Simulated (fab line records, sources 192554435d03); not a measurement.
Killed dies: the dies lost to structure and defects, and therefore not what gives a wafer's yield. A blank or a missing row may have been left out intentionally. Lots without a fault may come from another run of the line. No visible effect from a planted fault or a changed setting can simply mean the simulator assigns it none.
What tool caused it? | flow n5_finfet | 24 lots with 72 wafers sampled at 2 steps, on a route of 1938 steps

== WHAT THE GAUGES READ, wafer by wafer ==
N5_BEOL_M2_OVL_MEAS_12. Usual: for M2_OVL the level is -0.1 nm and the standard deviation is 0.77.
lot  | measured     | on         | M2_OVL (nm)    | flag
L074 | day 6 16:58  | overlay-01 | 0.7 0.0 0.5    |
L075 | day 6 21:02  | overlay-02 | 0.1 -1.1 0.3   |
L076 | day 6 23:32  | overlay-02 | -0.7 -0.3 -0.4 |
L077 | day 7 04:49  | overlay-02 | 1.2 -0.7 0.0   |
L078 | day 7 10:40  | overlay-01 | -1.0 -1.6 -1.2 |
L079 | day 7 14:56  | overlay-02 | -1.1 -0.1 -0.5 |
L080 | day 8 00:08  | overlay-02 | 0.5 0.7 1.6    |
L081 | day 8 08:17  | overlay-02 | -0.1 0.9 0.1   |
L083 | day 8 17:53  | overlay-02 | 0.4 0.8 -0.3   |
L082 | day 8 23:16  | overlay-01 | 0.1 -0.7 -0.1  |
L084 | day 8 23:19  | overlay-02 | -1.0 -0.1 -0.1 |
L085 | day 9 03:28  | overlay-02 | 1.8 1.6 1.0    |
L086 | day 9 12:30  | overlay-02 | -0.1 -1.3 0.2  |
L087 | day 9 22:30  | overlay-02 | -0.9 -0.1 0.4  |
L089 | day 10 08:11 | overlay-01 | -0.2 0.7 -0.2  |
L090 | day 10 22:56 | overlay-02 | -1.2 -0.5 -0.7 |
L088 | day 11 01:59 | overlay-01 | 1.7 0.6 0.6    |
L091 | day 11 03:14 | overlay-01 | 0.7 -0.7 0.2   |
L093 | day 11 07:00 | overlay-01 | -0.6 -0.3 -0.4 |
L092 | day 11 14:44 | overlay-02 | -0.7 -0.5 -0.2 |
L094 | day 11 14:46 | overlay-01 | 0.2 0.0 1.3    |
L096 | day 11 18:29 | overlay-02 | -0.1 -0.2 -0.8 |
L095 | day 11 20:39 | overlay-01 | -0.5 -1.3 0.4  |
L097 | day 12 02:28 | overlay-01 | 0.1 0.4 0.7    |

== WHAT TOOL EACH LOT RAN ON (gives the tool, then ch and the chambers of the sampled wafers, and finally the start) ==
lot  | N5_BEOL_M1_ANNEAL_95
L074 | pvd_sputter-01, day 6 14:28
L075 | pvd_sputter-03, day 6 18:01
L076 | pvd_sputter-02, day 6 20:33
L077 | pvd_sputter-03, day 7 02:47
L078 | pvd_sputter-02, day 7 06:37
L079 | pvd_sputter-01, day 7 10:45
L080 | pvd_sputter-03, day 7 20:59
L081 | pvd_sputter-02, day 8 05:38
L083 | pvd_sputter-03, day 8 15:55
L082 | pvd_sputter-01, day 8 19:42
L084 | pvd_sputter-02, day 8 19:56
L085 | pvd_sputter-03, day 8 23:10
L086 | pvd_sputter-03, day 9 07:02
L087 | pvd_sputter-03, day 9 18:35
L089 | pvd_sputter-02, day 10 06:07
L090 | pvd_sputter-02, day 10 20:46
L088 | pvd_sputter-02, day 10 22:37
L091 | pvd_sputter-02, day 11 01:16
L093 | pvd_sputter-03, day 11 04:58
L092 | pvd_sputter-03, day 11 09:29
L094 | pvd_sputter-01, day 11 12:25
L096 | pvd_sputter-03, day 11 16:23
L095 | pvd_sputter-01, day 11 17:09
L097 | pvd_sputter-01, day 11 23:04
- N5_BEOL_M1_ANNEAL_95: time 240 s.

== AS READ BY THE TOOLS THEMSELVES (means over the sampled wafers that have a number; for cases with no such wafer, the mark the record gives instead) ==
N5_BEOL_M1_ANNEAL_95. Usual: heater_power_w at 841 W, with a standard deviation of 69.
lot  | tool           | heater_power_w (W) | flag
L074 | pvd_sputter-01 | 806                |
L075 | pvd_sputter-03 | 877                |
L076 | pvd_sputter-02 | 842                |
L077 | pvd_sputter-03 | 815                |
L078 | pvd_sputter-02 | 874                |
L079 | pvd_sputter-01 | 893                |
L080 | pvd_sputter-03 | 840                |
L081 | pvd_sputter-02 | 846                |
L083 | pvd_sputter-03 | 830                |
L082 | pvd_sputter-01 | 874                |
L084 | pvd_sputter-02 | 839                |
L085 | pvd_sputter-03 | 872                |
L086 | pvd_sputter-03 | 846                |
L087 | pvd_sputter-03 | 806                |
L089 | pvd_sputter-02 | 879                |
L090 | pvd_sputter-02 | 858                |
L088 | pvd_sputter-02 | 860                |
L091 | pvd_sputter-02 | 856                |
L093 | pvd_sputter-03 | 858                |
L092 | pvd_sputter-03 | 828                |
L094 | pvd_sputter-01 | 737                |
L096 | pvd_sputter-03 | 871                |
L095 | pvd_sputter-01 | 870                |
L097 | pvd_sputter-01 | 784                |

== THE ANSWER, worked out from the rows above alone ==
Rule: lot off if the mean of its wafers having a number is beyond 3 standard deviations from the usual mean. A lot without any number at a reading at which 4 lots or more have one is off too. All remaining lots with rows at the step are treated as sound. First the gauges in route order, then the tools' own readings, where a lot's mean is used as printed above. At the first step where some lot is off, the reading lying furthest off is the one used; lots without a number count as furthest.
Across all readings shown, no lot is off: no conclusion can be drawn from this.

== WHAT WAS PUT IN BY THE SIMULATOR ==
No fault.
